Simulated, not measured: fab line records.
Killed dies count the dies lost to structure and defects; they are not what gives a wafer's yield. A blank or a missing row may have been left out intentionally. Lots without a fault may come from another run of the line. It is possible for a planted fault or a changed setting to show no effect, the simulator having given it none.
Comparing a struck lot with a sound one ; flow n5-finfet ; 19 steps out of a route of 1938
Sound: the wafers L267.1, L267.2, L267.5. Wafers L275.3, L275.4, L275.6 were the ones struck. The cause comes at the end.
Per side, at each step with rows, come the tool, then ch with its chambers, and then its first start. Under that, the readings that differ: sound wafers ; struck wafers ; difference of the means ; sigmas: that difference in standard deviations of wafers without a fault.
alike: a reading whose means differ by less than 2 such deviations, as well as words and numbers matching on both sides. not compared: withheld readings; readings where some wafer has no value; bounds like >300 that might hide an equal value; numbers whose values overlap and for which the record gives no deviation.
The two part at a step that has a row with sigmas, a row that says differs or no value, or rows on one side only. Numbers that have no deviation but don't overlap get no sigmas and don't part them. A reading that every wafer of one side lacks parts them only if that side has two wafers or more.

N5_BEOL_M13_ETCH_59: etches BARC in N2/H2, target depth 89 nm, overetch 26.7 nm, time 67.9 s.
  sound on rie-diel-01 ch 0,2,3, day 11 15:17; struck on rie-diel-01 ch 0,3, day 13 00:28
  alike: drypump-motor-current-A, oes-product-au, rf-vpp-V, showerhead-plenum-p-Torr, throttle-valve-pct
  not compared: rf-hours-counter-h
N5_BEOL_M13_VIA_ETCH_16: etches SiOC in C4F8/O2/Ar, target depth 921.7 nm.
  sound on rie-diel-01 ch 0,2,3, day 11 15:20; struck on rie-diel-01 ch 0,3, day 13 00:38
  alike: C4F8_flow_sccm, O2_flow_sccm, drypump-motor-current-A, he-inner-torr, oes-product-au, rf-vpp-V, showerhead-plenum-p-Torr, throttle-valve-pct
N5_BEOL_M13_STRIP_63: strips in N2/H2.
  sound on plasma-asher-02 ch 0,1, day 11 15:34; struck on plasma-asher-01 ch 0,1, day 13 00:53
  alike: drypump-motor-current-A, heater-power-w, oes-product-au, strip-time-to-endpoint-s
  not compared: rf-hours-counter-h
N5_BEOL_M13_STRIP_64: strips in N2/H2.
  sound on plasma-asher-02 ch 0,1, day 11 15:38; struck on plasma-asher-01 ch 0,1, day 13 00:57
  alike: drypump-motor-current-A, heater-power-w, oes-product-au, strip-time-to-endpoint-s
  not compared: rf-hours-counter-h
then, 2 steps without rows for these wafers: N5_BEOL_M13_STRIP_71 (strips in post etch residue remover, time 60 s); N5_BEOL_M13_SRD_72 (time 30 s, dry time 30 s).
N5_BEOL_M13_CD_MEAS_17: target cd 190 nm.
  sound on cd-sem-02 at day 11 15:46; struck on cd-sem-03 at day 13 01:05
  alike: cd-nm
then, 5 steps without rows for these wafers: N5_BEOL_M13_COAT_65 (time 60 s, resist thk 350 nm); N5_BEOL_M13_COAT_66 (time 60 s, resist thk 110 nm); N5_BEOL_M13_COAT_22 (resist thk 300 nm); N5_BEOL_M13_EBR_24; N5_BEOL_M13_SOFTBAKE_23 (time 60 s).
N5_BEOL_M13_EXPOSE_25: exposes mask M13, target cd 210 nm.
  sound on krf-scanner-02 ch 0, day 11 15:56; struck on krf-scanner-02 ch 0, day 13 01:22
reading;sound;struck;difference;sigmas
model.BEOL_M13.overlay-x-nm (nm);1 1 1;37.4 37.4 37.4;+36.4;
  alike: mask
then, 3 steps without rows for these wafers: N5_BEOL_M13_PEB_26 (peb time 90 s); N5_BEOL_M13_DEVELOP_27 (develop time 45 s); N5_BEOL_M13_HARDBAKE_32 (time 120 s).
N5_BEOL_M13_CD_MEAS_28: target cd 209.5 nm.
  sound on cd-sem-02 ch 0, day 11 16:06; struck on cd-sem-02 ch 0, day 13 01:32
  alike: cd-nm
N5_BEOL_M13_OVL_MEAS_29:
  sound on overlay-02 ch 0, day 11 16:08; struck on overlay-01 ch 0, day 13 01:34
reading;sound;struck;difference;sigmas
M13_OVL (nm);2 -2 4;39 42 36;+38;+8
N5_BEOL_M13_INSPECT_30: inspects for defects (macro).
  sound on defect-inspect-02 at day 11 16:09; struck on defect-inspect-02 at day 13 01:35
  alike: raw-defect-count

## WHERE THEY PART
N5_BEOL_M13_OVL_MEAS_29 only, going by this record. Later steps at which nothing parts them and some readings are alike: N5_BEOL_M13_INSPECT_30.

WHY: whatever the simulator had introduced
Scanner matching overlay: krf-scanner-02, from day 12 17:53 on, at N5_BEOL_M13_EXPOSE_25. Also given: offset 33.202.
